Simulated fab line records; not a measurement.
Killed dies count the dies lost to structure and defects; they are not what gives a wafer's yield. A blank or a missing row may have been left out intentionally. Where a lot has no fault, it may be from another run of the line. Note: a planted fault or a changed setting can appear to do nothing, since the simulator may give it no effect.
Matching of chambers || flow n5Finfet || N5_BEOL_M1_DEP_57 on pecvd-02: 3 sister chambers
The step deposits SiCN from 3MS/NH3, target thk 8 nm, time 14 s. 27 wafers are shown with their chamber, then 12 later ones without.

== WAFERS PAIRED WITH THEIR CHAMBERS ==
{"wafer": "L074.1", "chamber": 2, "showerheadPlenumPTorr (Torr)": 3.650, "throttleValvePct (%)": 8.9}
{"wafer": "L074.2", "chamber": 0, "showerheadPlenumPTorr (Torr)": 3.676, "throttleValvePct (%)": 9.8}
{"wafer": "L074.3", "chamber": 1, "showerheadPlenumPTorr (Torr)": 3.665, "throttleValvePct (%)": 9.4}
{"wafer": "L074.4", "chamber": 0, "showerheadPlenumPTorr (Torr)": 3.673, "throttleValvePct (%)": 9.8}
{"wafer": "L074.5", "chamber": 1, "showerheadPlenumPTorr (Torr)": 3.662, "throttleValvePct (%)": 9.7}
{"wafer": "L074.6", "chamber": 2, "showerheadPlenumPTorr (Torr)": 3.642, "throttleValvePct (%)": 8.7}
{"wafer": "L077.4", "chamber": 0, "showerheadPlenumPTorr (Torr)": 3.671, "throttleValvePct (%)": 9.7}
{"wafer": "L077.5", "chamber": 2, "showerheadPlenumPTorr (Torr)": 3.653, "throttleValvePct (%)": 8.8}
{"wafer": "L077.6", "chamber": 1, "showerheadPlenumPTorr (Torr)": 3.668, "throttleValvePct (%)": 9.5}
{"wafer": "L083.1", "chamber": 1, "showerheadPlenumPTorr (Torr)": 3.665, "throttleValvePct (%)": 9.6}
{"wafer": "L083.2", "chamber": 2, "showerheadPlenumPTorr (Torr)": 3.648, "throttleValvePct (%)": 8.9}
{"wafer": "L083.3", "chamber": 0, "showerheadPlenumPTorr (Torr)": 3.673, "throttleValvePct (%)": 9.8}
{"wafer": "L083.4", "chamber": 2, "showerheadPlenumPTorr (Torr)": 3.649, "throttleValvePct (%)": 8.6}
{"wafer": "L083.5", "chamber": 1, "showerheadPlenumPTorr (Torr)": 3.666, "throttleValvePct (%)": 9.7}
{"wafer": "L083.6", "chamber": 0, "showerheadPlenumPTorr (Torr)": 3.668, "throttleValvePct (%)": 9.6}
{"wafer": "L085.1", "chamber": 0, "showerheadPlenumPTorr (Torr)": 3.667, "throttleValvePct (%)": 9.8}
{"wafer": "L085.3", "chamber": 1, "showerheadPlenumPTorr (Torr)": 3.662, "throttleValvePct (%)": 9.5}
{"wafer": "L085.4", "chamber": 2, "showerheadPlenumPTorr (Torr)": 3.648, "throttleValvePct (%)": 9.0}
{"wafer": "L089.3", "chamber": 0, "showerheadPlenumPTorr (Torr)": 3.674, "throttleValvePct (%)": 9.5}
{"wafer": "L089.4", "chamber": 0, "showerheadPlenumPTorr (Torr)": 3.670, "throttleValvePct (%)": 9.7}
{"wafer": "L089.6", "chamber": 1, "showerheadPlenumPTorr (Torr)": 3.672, "throttleValvePct (%)": 9.1}
{"wafer": "L091.1", "chamber": 1, "showerheadPlenumPTorr (Torr)": 3.662, "throttleValvePct (%)": 9.5}
{"wafer": "L091.2", "chamber": 2, "showerheadPlenumPTorr (Torr)": 3.649, "throttleValvePct (%)": 9.1}
{"wafer": "L091.3", "chamber": 0, "showerheadPlenumPTorr (Torr)": 3.665, "throttleValvePct (%)": 9.5}
{"wafer": "L091.4", "chamber": 2, "showerheadPlenumPTorr (Torr)": 3.651, "throttleValvePct (%)": 9.1}
{"wafer": "L091.5", "chamber": 1, "showerheadPlenumPTorr (Torr)": 3.663, "throttleValvePct (%)": 9.5}
{"wafer": "L091.6", "chamber": 0, "showerheadPlenumPTorr (Torr)": 3.669, "throttleValvePct (%)": 9.5}

SIGNATURES (averages over the wafers above)
{"reading": "showerheadPlenumPTorr", "chamber 0": 3.67060, "chamber 1": 3.66500, "chamber 2": 3.64875, "scatter within a chamber": 0.00334}
{"reading": "throttleValvePct", "chamber 0": 9.670, "chamber 1": 9.500, "chamber 2": 8.887, "scatter within a chamber": 0.165}
Rule: a wafer lies at a distance from a chamber equal to the root of the sum of squares, over the readings, of (its reading less the chamber's mean, divided by the reading's scatter). If the next closest chamber is less than 2 further off than the closest, the wafer can't be placed; otherwise it belongs to the closest. The scatter is the square root of a quotient: the sum, over the shown wafers, of each reading's squared deviation from its chamber's mean, divided by wafers minus chambers.

== WAFERS MISSING THEIR CHAMBER ==
{"wafer": "L092.1", "showerheadPlenumPTorr (Torr)": 3.669, "throttleValvePct (%)": 9.5}
{"wafer": "L092.4", "showerheadPlenumPTorr (Torr)": 3.679, "throttleValvePct (%)": 9.7}
{"wafer": "L092.6", "showerheadPlenumPTorr (Torr)": 3.649, "throttleValvePct (%)": 9.0}
{"wafer": "L094.2", "showerheadPlenumPTorr (Torr)": 3.673, "throttleValvePct (%)": 9.6}
{"wafer": "L094.3", "showerheadPlenumPTorr (Torr)": 3.648, "throttleValvePct (%)": 9.0}
{"wafer": "L094.5", "showerheadPlenumPTorr (Torr)": 3.674, "throttleValvePct (%)": 9.6}
{"wafer": "L095.4", "showerheadPlenumPTorr (Torr)": 3.665, "throttleValvePct (%)": 9.7}
{"wafer": "L095.5", "showerheadPlenumPTorr (Torr)": 3.655, "throttleValvePct (%)": 8.8}
{"wafer": "L095.6", "showerheadPlenumPTorr (Torr)": 3.666, "throttleValvePct (%)": 9.7}
{"wafer": "L097.1", "showerheadPlenumPTorr (Torr)": 3.661, "throttleValvePct (%)": 9.6}
{"wafer": "L097.4", "showerheadPlenumPTorr (Torr)": 3.679, "throttleValvePct (%)": 9.5}
{"wafer": "L097.5", "showerheadPlenumPTorr (Torr)": 3.664, "throttleValvePct (%)": 9.7}

== WHICH CHAMBER EACH ONE RAN IN ==
{"wafer": "L092.1", "from the rows above": "can't be placed: 0 or 1", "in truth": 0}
{"wafer": "L092.4", "from the rows above": "can't be placed: 0 or 1", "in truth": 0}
{"wafer": "L092.6", "from the rows above": 2, "in truth": 2}
{"wafer": "L094.2", "from the rows above": "can't be placed: 0 or 1", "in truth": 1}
{"wafer": "L094.3", "from the rows above": 2, "in truth": 2}
{"wafer": "L094.5", "from the rows above": "can't be placed: 0 or 1", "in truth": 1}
{"wafer": "L095.4", "from the rows above": "can't be placed: 1 or 0", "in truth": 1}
{"wafer": "L095.5", "from the rows above": 2, "in truth": 2}
{"wafer": "L095.6", "from the rows above": "can't be placed: 1 or 0", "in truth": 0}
{"wafer": "L097.1", "from the rows above": "can't be placed: 1 or 0", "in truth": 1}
{"wafer": "L097.4", "from the rows above": "can't be placed: 0 or 1", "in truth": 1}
{"wafer": "L097.5", "from the rows above": "can't be placed: 1 or 0", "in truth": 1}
Placed correctly: 3 of 12. From these rows, 9 cannot be placed; in 9 the true chamber is one of the candidates. Placed wrongly: 0.
